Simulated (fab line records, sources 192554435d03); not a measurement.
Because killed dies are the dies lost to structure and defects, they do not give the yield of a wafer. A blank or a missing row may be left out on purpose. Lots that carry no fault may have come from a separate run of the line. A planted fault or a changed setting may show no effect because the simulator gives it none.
Split-lot trial ; flow n5 finfet ; 7 lots, 39 wafers read, on a route of 1938 steps

## SPLIT DETAILS
At N5_BEOL_M7_HM_DEP_02 (deposits TiN, target thk 20 nm), the setting target thk a was moved away from the recipe's 200 angstrom on 15 of the 39 wafers read, by -51.4% to +50.2%. This setting was run at the recipe's value on the other wafers.

## FROM THE SPLIT TO THE READING: what the file shows between them, 4 steps
- N5_BEOL_M7_COAT_59: time 60 s, resist thk 100 nm
- N5_BEOL_M7_COAT_60: time 60 s, resist thk 35 nm
- N5_BEOL_M7_STRIP_68: strips in N2/H2
- N5_BEOL_M7_STRIP_67: strips in CF4

## THE READING
oes product au, in a.u., at N5_BEOL_M7_HM_OPEN_17 (chemistry Cl2/BCl3, target TiN, target depth 20 nm, overetch 6 nm). A value of 0.67 a.u. with a standard deviation of 0.077 a.u. is what fault-free wafers of this fab line usually give.

wafer;tool, chamber at the split;target thk a as run, angstrom;against the recipe;oes product au, a.u.;against lot-mates on the recipe
L078.1;pvd sputter-01, -;200;recipe;0.75;-
L078.2;pvd sputter-01, -;200;recipe;0.74;-
L078.3;pvd sputter-01, -;200;recipe;0.74;-
L077.1;pvd sputter-02, -;200;recipe;0.73;-
L077.2;pvd sputter-02, -;200;recipe;0.75;-
L077.3;pvd sputter-02, -;200;recipe;0.75;-
L077.4;pvd sputter-02, -;300.5;+50.2%;0.87;+0.13
L077.5;pvd sputter-02, -;300.5;+50.2%;0.84;+0.10
L077.6;pvd sputter-02, -;300.5;+50.2%;0.86;+0.12
L080.1;pvd sputter-02, -;200;recipe;0.61;-
L080.2;pvd sputter-02, -;200;recipe;0.58;-
L080.3;pvd sputter-02, -;280.5;+40.3%;0.71;+0.12
L080.4;pvd sputter-02, -;280.5;+40.3%;0.69;+0.10
L080.5;pvd sputter-02, -;200;recipe;0.59;-
L080.6;pvd sputter-02, -;280.5;+40.3%;0.70;+0.11
L081.1;pvd sputter-03, -;97.13;-51.4%;0.54;-0.20
L081.2;pvd sputter-03, -;200;recipe;0.74;-
L081.3;pvd sputter-03, -;200;recipe;0.74;-
L081.4;pvd sputter-03, -;97.13;-51.4%;0.53;-0.21
L081.5;pvd sputter-03, -;97.13;-51.4%;0.53;-0.21
L081.6;pvd sputter-03, -;200;recipe;0.75;-
L085.1;pvd sputter-03, -;200;recipe;0.68;-
L085.2;pvd sputter-03, -;200;recipe;0.79;-
L085.3;pvd sputter-03, -;281.4;+40.7%;0.82;+0.07
L085.4;pvd sputter-03, -;281.4;+40.7%;0.93;+0.18
L085.5;pvd sputter-03, -;281.4;+40.7%;0.82;+0.07
L085.6;pvd sputter-03, -;200;recipe;0.79;-
L092.1;pvd sputter-02, -;200;recipe;0.72;-
L092.2;pvd sputter-02, -;200;recipe;0.73;-
L092.3;pvd sputter-02, -;200;recipe;0.72;-
L092.4;pvd sputter-02, -;200;recipe;0.73;-
L092.5;pvd sputter-02, -;200;recipe;0.72;-
L092.6;pvd sputter-02, -;200;recipe;0.74;-
L091.1;pvd sputter-02, -;98.47;-50.8%;0.42;-0.17
L091.2;pvd sputter-02, -;98.47;-50.8%;0.40;-0.19
L091.3;pvd sputter-02, -;200;recipe;0.60;-
L091.4;pvd sputter-02, -;200;recipe;0.57;-
L091.5;pvd sputter-02, -;200;recipe;0.59;-
L091.6;pvd sputter-02, -;98.47;-50.8%;0.42;-0.17

FIT RESULTS
A straight line over all 39 wafers: oes product au changes by +0.00344 a.u. for each +1% of target thk a; r = +0.81; the points scatter about the line by 0.075 a.u.
The same after taking each lot's own level away (the mean of its wafers on the recipe; 39 wafers): +0.0031 a.u. for each +1%; r = +0.96; scatter 0.028 a.u.
That fit puts the effect of the largest move of target thk a on the reading at 0.16 a.u.
Measured against the standard deviation above, the lots' own levels, which go from 0.587 to 0.753 a.u., span 2.2 times it.
In other words, the slope is changed by the lot-to-lot level; the two fits disagree.
Check: -0.167 a.u. against its lot-mates is what the line predicts for one of the wafers moved furthest among these (-51.4%) when that wafer is left out of the fit. Against them it came out at -0.203 a.u.

## THE WHOLE CHAIN: every reading that the file lists as answering this split, in the file's order
step;what it does;reading;change (the file's fit);r (the file's)
N5_BEOL_M7_HM_DEP_02;deposits TiN, target thk 20 nm;TiN_of_BEOL_M7_HM_DEP_02.thk nm (the simulator's own value, which no gauge read);+0.202 nm for each +1% of the setting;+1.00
N5_BEOL_M7_HM_OPEN_17;chemistry Cl2/BCl3, target TiN, target depth 20 nm, overetch 6 nm;oes product au;+0.00307 a.u. for each +1% of the setting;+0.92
N5_BEOL_M7_HM_OPEN_17;chemistry Cl2/BCl3, target TiN, target depth 20 nm, overetch 6 nm;etch.depth nm (the simulator's own value, which no gauge read);+0.166 nm for each +1% of the setting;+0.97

## FILE'S OWN FIT
oes product au changes by +0.00307 a.u. for each +1% of target thk a, r = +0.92.
